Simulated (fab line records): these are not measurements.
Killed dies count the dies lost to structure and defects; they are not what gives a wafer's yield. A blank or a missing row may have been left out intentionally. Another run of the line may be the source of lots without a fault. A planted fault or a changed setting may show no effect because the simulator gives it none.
8D (eight disciplines) problem report, filled in by code :: flow n5Finfet :: the parts of the form that need people (team, actions taken, sign-off) are left out

1. PROBLEM STATEMENT
Mean of rawDefectCount at N5_BEOL_M8_INSPECT_13: 1002 across 6 wafers in 2 lots; on wafers with no fault it is 408 (standard deviation 110). That puts it +5.4 standard deviations away from the usual mean.
The step: inspects for defects (brightfield).
First observed at day 13 08:32: wafer L839.1, on defectInspect-01. At this step, 33 wafers from 11 lots have a number in the record. Rule for "out", or "out of limits": more than 4 standard deviations from the usual mean. The rest of the wafers with a number are treated as sound.

2. WHAT IT IS, WHAT IT ISN'T
question: which readings at this step
is: rawDefectCount
is not: -

question: which lots
is: L839, L842
is not: L829, L831, L834, L838, L848, L849, L850, L851, L852

question: which wafers of those lots
is: all that have a number
is not: -

question: read on which gauges
is: defectInspect-01
is not: defectInspect-02

question: when
is: from day 13 08:32
is not: up to then (12 sound wafers); but 15 sound wafers of L848, L849, L850, L851, L852 came after

3. THE SUSPECTS, EACH WITH WHAT RULES IT OUT
Counting: a tool at any process step up to the reading remains a suspect when it ran all the lots that are out and ran no sound lot after the first of those.
- the gauge at N5_BEOL_M8_INSPECT_13 is ruled out. All the wafers that are out were read on defectInspect-01, but those of them that N5_PASSIVATION_PROBE_49 has rows for are out there too, on other tools.
- pvdSputter-03 at N5_BEOL_M8_HM_DEP_02 (deposits TiN, target thk 20 nm): kept. It ran every lot that is out, first L839 (day 13 08:07), and no sound lot after that; its last sound lot up to then is L834 (day 11 16:32).
Remaining after the count: pvdSputter-03 at N5_BEOL_M8_HM_DEP_02.

4. THE CAUSE (what the simulator had put in)
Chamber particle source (pvdSputter-03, N5_BEOL_M8_HM_DEP_02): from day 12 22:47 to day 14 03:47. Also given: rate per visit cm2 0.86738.
Counting left only this tool.

5. SEQUENCE OF EFFECTS, ordered by route
Each row: a reading whose mean over the struck wafers that have a number lies more than 3 standard deviations from the usual. Readings are gone through only where the record gives a usual standard deviation; hours: the median, over the lots, of the time from a lot's start at the first step in this table giving one to that lot's start at this step; sigmas: the change measured in usual standard deviations.
hours: 0
step: N5_BEOL_M8_INSPECT_13
reading: rawDefectCount
usual: 408
on struck wafers: 1002
change: +594
sigmas: +5.4

hours: 88
step: N5_PASSIVATION_PROBE_49
reading: defectLimitedYield
usual: 91.6 %
on struck wafers: 84.3
change: -7.2
sigmas: -5.2

hours: 88
step: N5_PASSIVATION_PROBE_49
reading: killed_at_M4_up
usual: 13
on struck wafers: 105
change: +92
sigmas: +19

hours: 88
step: N5_PASSIVATION_PROBE_49
reading: killedDies
usual: 100
on struck wafers: 184
change: +84
sigmas: +5.0

hours: 88
step: N5_PASSIVATION_PROBE_49
reading: sort_bin_5_function
usual: 5.0 %
on struck wafers: 9.9
change: +4.9
sigmas: +5.3

hours: 88
step: N5_PASSIVATION_PROBE_49
reading: sortNPass
usual: 1080
on struck wafers: 996
change: -84
sigmas: -5.0

hours: 88
step: N5_PASSIVATION_PROBE_49
reading: sortYieldPct
usual: 91.6 %
on struck wafers: 84.3
change: -7.3
sigmas: -5.2
Process steps it contains:
- N5_PASSIVATION_PROBE_49

6. HOW IT WOULD HAVE BEEN CAUGHT EARLIER
The first out-of-limits reading at a measuring or inspecting step in this record came at day 13 08:32, 10 hours after the fault's start at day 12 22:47.
No tool reading at N5_BEOL_M8_HM_DEP_02 that has a usual standard deviation in the record was out on any struck wafer, so an alarm limit of 4 standard deviations on those readings would not have fired.
Among the 2 lots that are out, L842 began N5_BEOL_M8_HM_DEP_02 on pvdSputter-03 after day 13 08:32. A tool hold placed at that time would have kept it from harm.
